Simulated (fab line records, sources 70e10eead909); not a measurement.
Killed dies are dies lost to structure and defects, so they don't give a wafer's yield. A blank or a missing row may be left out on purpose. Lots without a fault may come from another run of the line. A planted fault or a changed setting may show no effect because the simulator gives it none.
Chamber matching | flow nand_harc | NHARC_P_M0_ETCH_34 on rie_diel-06: 4 sister chambers
The step etches the open film in N2/H2, target depth 40 nm, overetch 12 nm, time 43.94 s. 30 wafers are shown with their chamber, then 12 later ones without.

WAFERS WITH THEIR CHAMBER
wafer  | chamber | showerhead_plenum_p_Torr (Torr) | drypump_motor_current_A (A) | rf_vpp_V (V)
L074.1 | 3       | 1.95                            | 5.66                        | 427.4
L074.2 | 0       | 2.09                            | 5.91                        | 431.1
L074.5 | 1       | 2.03                            | 5.39                        | 429.2
L075.1 | 3       | 1.94                            | 5.65                        | 427.5
L075.3 | 2       | 2.18                            | 5.57                        | 433.8
L075.4 | 0       | 2.09                            | 5.88                        | 432.0
L076.2 | 0       | 2.09                            | 5.88                        | 433.3
L076.5 | 0       | 2.09                            | 5.89                        | 432.2
L076.6 | 1       | 2.02                            | 5.39                        | 430.4
L077.1 | 1       | 2.03                            | 5.37                        | 430.5
L077.2 | 0       | 2.09                            | 5.89                        | 433.4
L077.4 | 3       | 1.94                            | 5.64                        | 427.9
L079.1 | 2       | 2.18                            | 5.55                        | 433.7
L079.2 | 3       | 1.94                            | 5.65                        | 427.9
L079.6 | 2       | 2.18                            | 5.57                        | 433.0
L080.1 | 3       | 1.94                            | 5.65                        | 427.6
L080.4 | 1       | 2.02                            | 5.35                        | 431.7
L080.6 | 2       | 2.18                            | 5.57                        | 433.8
L082.1 | 1       | 2.02                            | 5.39                        | 431.7
L082.2 | 0       | 2.09                            | 5.87                        | 431.3
L082.4 | 3       | 1.94                            | 5.63                        | 427.6
L083.2 | 0       | 2.09                            | 5.86                        | 431.0
L083.4 | 1       | 2.02                            | 5.36                        | 430.5
L083.5 | 1       | 2.02                            | 5.36                        | 431.6
L088.1 | 1       | 2.02                            | 5.38                        | 430.5
L088.3 | 2       | 2.18                            | 5.59                        | 434.2
L088.4 | 0       | 2.09                            | 5.90                        | 432.0
L089.3 | 3       | 1.94                            | 5.62                        | 428.0
L089.4 | 0       | 2.09                            | 5.92                        | 432.1
L089.5 | 2       | 2.18                            | 5.60                        | 434.0

SIGNATURES (means of the wafers above)
reading                  | chamber 0 | chamber 1 | chamber 2 | chamber 3 | scatter within a chamber
showerhead_plenum_p_Torr | 2.0900    | 2.0225    | 2.1800    | 1.9414    | 0.00301
drypump_motor_current_A  | 5.8889    | 5.3738    | 5.5750    | 5.6429    | 0.0168
rf_vpp_V                 | 432.044   | 430.762   | 433.750   | 427.700   | 0.69
Rule: a wafer's distance from a chamber is the root of the sum, over the readings, of the square of ((its reading less the chamber's mean) divided by the reading's scatter). The wafer belongs to the nearest chamber; if the next one is less than 2 further off, it can't be placed. The scatter: the root of (the sum of the squares of (reading less its chamber's mean) over the shown wafers, divided by (wafers less chambers)).

WAFERS WITHOUT THEIR CHAMBER
wafer  | showerhead_plenum_p_Torr (Torr) | drypump_motor_current_A (A) | rf_vpp_V (V)
L090.1 | 1.94                            | 5.63                        | 428.6
L090.4 | 2.17                            | 5.56                        | 434.1
L090.6 | 2.09                            | 5.85                        | 432.1
L094.2 | 1.93                            | 5.62                        | 426.3
L094.5 | 2.17                            | 5.56                        | 434.0
L094.6 | 1.93                            | 5.66                        | 429.5
L095.2 | 1.93                            | 5.62                        | 428.3
L095.3 | 2.08                            | 5.88                        | 431.8
L095.6 | 2.01                            | 5.37                        | 431.2
L096.1 | 2.08                            | 5.90                        | 431.5
L096.3 | 2.01                            | 5.39                        | 430.6
L096.6 | 2.01                            | 5.40                        | 429.6

WHICH CHAMBER EACH WENT THROUGH
wafer  | from the rows above | in truth
L090.1 | 3                   | 3
L090.4 | 2                   | 2
L090.6 | 0                   | 0
L094.2 | 3                   | 3
L094.5 | 2                   | 2
L094.6 | 3                   | 3
L095.2 | 3                   | 3
L095.3 | 0                   | 0
L095.6 | 1                   | 1
L096.1 | 0                   | 0
L096.3 | 1                   | 1
L096.6 | 1                   | 1
Placed correctly: 12 of 12. Can't be placed from these rows: 0. Placed wrongly: 0.
